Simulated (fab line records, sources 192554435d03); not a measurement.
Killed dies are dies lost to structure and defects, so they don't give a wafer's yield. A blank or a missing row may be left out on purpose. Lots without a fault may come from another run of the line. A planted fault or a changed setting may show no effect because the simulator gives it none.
Split-lot experiment | flow n5_finfet | 7 lots, 21 wafers read, on a route of 1938 steps

THE SPLIT
At N5_BEOL_M7_ILD_DEP_00 (deposits SiCOH lowk from DEMS/porogen, target thk 179.75 nm, time 33.4 s), the setting time_s was moved away from the recipe's 33.4 s on 6 of the 21 wafers read, by -11.9% to +13.2%. The other wafers ran this setting at the recipe's value.

FROM THE SPLIT TO THE READING: what the file shows between them, 1 step
- N5_BEOL_M7_CURE_74: cures SiCOH lowk, time 240 s

THE READING
M7_ILD_THK, in nm, at N5_BEOL_M7_THK_MEAS_01. Fault-free wafers of this fab line usually give 156.3 nm, standard deviation 2 nm.

wafer  | tool, chamber at the split | time_s as run, s | against the recipe | M7_ILD_THK, nm | against lot-mates on the recipe
L079.1 | pecvd-04, 2                | 33.4             | recipe             | 156.5          | -
L079.5 | pecvd-04, 2                | 33.4             | recipe             | 160.3          | -
L079.6 | pecvd-04, 1                | 33.4             | recipe             | 158.9          | -
L084.4 | pecvd-01, 0                | 33.4             | recipe             | 160.2          | -
L084.5 | pecvd-01, 1                | 33.4             | recipe             | 157.5          | -
L084.6 | pecvd-01, 2                | 33.4             | recipe             | 156.5          | -
L087.2 | pecvd-01, 0                | 33.4             | recipe             | 154.2          | -
L087.4 | pecvd-01, 0                | 36.85            | +10.3%             | 171.2          | +15.6
L087.5 | pecvd-01, 2                | 33.4             | recipe             | 157.1          | -
L089.1 | pecvd-01, 1                | 33.4             | recipe             | 154.2          | -
L089.3 | pecvd-01, 2                | 29.41            | -11.9%             | 137.0          | -17.2
L089.6 | pecvd-01, 2                | 29.41            | -11.9%             | 138.2          | -16.0
L091.3 | pecvd-03, 2                | 37.82            | +13.2%             | 176.6          | +19.0
L091.4 | pecvd-03, 2                | 37.82            | +13.2%             | 179.4          | +21.8
L091.6 | pecvd-03, 0                | 33.4             | recipe             | 157.6          | -
L092.2 | pecvd-01, 1                | 33.4             | recipe             | 157.1          | -
L092.4 | pecvd-01, 2                | 33.4             | recipe             | 160.0          | -
L092.6 | pecvd-01, 1                | 33.4             | recipe             | 158.8          | -
L093.3 | pecvd-01, 1                | 33.4             | recipe             | 156.3          | -
L093.5 | pecvd-01, 0                | 33.4             | recipe             | 160.0          | -
L093.6 | pecvd-01, 1                | 35.85            | +7.3%              | 166.3          | +8.2

THE FIT
A straight line over all 21 wafers: M7_ILD_THK changes by +1.54 nm for each +1% of time_s; r = +0.98; the points scatter about the line by 2 nm.
The same after taking each lot's own level away (the mean of its wafers on the recipe; 21 wafers): +1.45 nm for each +1%; r = +0.99; scatter 1.5 nm.
On that fit, the largest move of time_s shifts the reading by 19 nm.
The lots' own levels span 154.20 to 158.63 nm, that is 2.2 times the standard deviation above.
So the lot-to-lot level changes the slope little: the two slopes agree.
Check: with one of the wafers moved furthest among these (+13.2%) left out of the fit, the line predicts +19.4 nm for it against its lot-mates. It came out at +19 nm against them.

THE WHOLE CHAIN: every reading that the file lists as answering this split, in the file's order
step                   | what it does                                                             | reading                                                                                  | change (the file's fit)              | r (the file's)
N5_BEOL_M7_ILD_DEP_00  | deposits SiCOH lowk from DEMS/porogen, target thk 179.75 nm, time 33.4 s | SiCOH_lowk_of_BEOL_M7_ILD_DEP_00.thk_nm (the simulator's own value, which no gauge read) | +1.65 nm for each +1% of the setting | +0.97
N5_BEOL_M7_CURE_74     | cures SiCOH lowk, time 240 s                                             | SiCOH_lowk_of_BEOL_M7_ILD_DEP_00.thk_nm (the simulator's own value, which no gauge read) | +1.44 nm for each +1% of the setting | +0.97
N5_BEOL_M7_THK_MEAS_01 |                                                                          | M7_ILD_THK                                                                               | +1.44 for each +1% of the setting    | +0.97

THE FILE'S OWN FIT
M7_ILD_THK changes by +1.44 nm for each +1% of time_s, r = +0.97.
